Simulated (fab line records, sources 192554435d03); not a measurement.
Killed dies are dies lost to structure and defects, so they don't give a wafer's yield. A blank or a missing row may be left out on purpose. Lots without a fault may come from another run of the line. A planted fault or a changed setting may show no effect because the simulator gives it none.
Which tool did it? | flow n5_finfet | 12 lots, 34 wafers sampled, at 2 steps of a route of 1938

WHAT THE GAUGES READ, wafer by wafer
N5_BEOL_M11_OVL_MEAS_29. Usual: V10_OVL 0.1 nm, standard deviation 0.68.
lot  | measured     | on         | V10_OVL (nm)   | flag
L767 | day 13 14:21 | overlay-01 | -0.1 -1.0 -0.2 |
L768 | day 13 14:11 | overlay-01 | 0.3 0.1 0.7    |
L770 | day 13 21:56 | overlay-01 | 1.1 0.9 0.0    |
L771 | day 14 03:52 | overlay-01 | 0.5 0.5 -0.4   |
L773 | day 14 10:28 | overlay-01 | 0.3 0.6 0.1    |
L775 | day 15 13:56 | overlay-01 | 0.8 0.8 0.6    |
L777 | day 15 17:17 | overlay-01 | -0.9 0.6 -0.2  |
L776 | day 15 18:10 | overlay-01 | 0.0 -0.4 0.8   |
L779 | day 17 01:42 | overlay-02 | 1.2 1.0 -0.6   |
L782 | day 17 01:52 | overlay-01 | -0.4 -1.0      |
L781 | day 17 04:38 | overlay-01 | -0.6 0.6       |
L786 | day 18 20:45 | overlay-01 | -0.1 0.2 -0.5  |

WHICH TOOL RAN EACH LOT (tool, then ch and the chambers of the sampled wafers, then the start)
lot  | N5_BEOL_M11_PECVD_70
L767 | pecvd-04 ch 0,2, day 13 05:34
L768 | pecvd-03 ch 1,2, day 13 08:58
L770 | pecvd-02 ch 1,2, day 13 19:53
L771 | pecvd-02 ch 0,2, day 14 01:13
L773 | pecvd-02 ch 0,1, day 14 07:44
L775 | pecvd-04 ch 0,1,2, day 15 10:43
L777 | pecvd-02 ch 0,1,2, day 15 13:19
L776 | pecvd-04 ch 0,2, day 15 13:47
L779 | pecvd-04 ch 0,2, day 16 21:34
L782 | pecvd-04 ch 0,1, day 16 22:28
L781 | pecvd-04 ch 0, day 17 00:09
L786 | pecvd-03 ch 0,1,2, day 18 17:35
- N5_BEOL_M11_PECVD_70: deposits SiO2 from TEOS/O2, target thk 20 nm, time 22.7 s.

WHAT THE TOOLS THEMSELVES READ (means of the sampled wafers that have a number; where no wafer has one, the mark that the record gives instead)
N5_BEOL_M11_PECVD_70. Usual: heater_power_w 710 W, standard deviation 88; showerhead_plenum_p_Torr 8.82 Torr, standard deviation 0.095; throttle_valve_pct 22.4 %, standard deviation 1.3.
lot  | tool     | heater_power_w (W) | showerhead_plenum_p_Torr (Torr) | throttle_valve_pct (%) | flag
L767 | pecvd-04 | 649                | 8.89                            | 22.0                   |
L768 | pecvd-03 | 754                | 8.68                            | 21.2                   |
L770 | pecvd-02 | 689                | 8.76                            | 21.6                   |
L771 | pecvd-02 | 573                | 8.86                            | 21.8                   |
L773 | pecvd-02 | 628                | 8.88                            | 22.1                   |
L775 | pecvd-04 | 756                | 8.88                            | 23.0                   |
L777 | pecvd-02 | 665                | 8.81                            | 21.7                   |
L776 | pecvd-04 | 728                | 8.89                            | 22.1                   |
L779 | pecvd-04 | 718                | 8.89                            | 22.1                   |
L782 | pecvd-04 | 648                | 8.92                            | 23.6                   |
L781 | pecvd-04 | 684                | 8.98                            | 22.8                   |
L786 | pecvd-03 | 834                | 8.74                            | 22.2                   |

THE ANSWER, worked out from the rows above alone
Rule: a lot is off if the mean of its wafers that have a number lies more than 3 standard deviations from the usual mean. A lot without any number at a reading at which 4 lots or more have one is off too. The other lots that the step has rows for count as sound. The gauges are gone through in route order, then the tools' own readings, and for those a lot's mean is taken as printed above. The first step at which some lot is off is used, and at that step the reading that is off furthest; a lot without a number counts as furthest.
No lot is off at any reading shown: from this, nothing can be told.

WHAT THE SIMULATOR HAD PUT IN
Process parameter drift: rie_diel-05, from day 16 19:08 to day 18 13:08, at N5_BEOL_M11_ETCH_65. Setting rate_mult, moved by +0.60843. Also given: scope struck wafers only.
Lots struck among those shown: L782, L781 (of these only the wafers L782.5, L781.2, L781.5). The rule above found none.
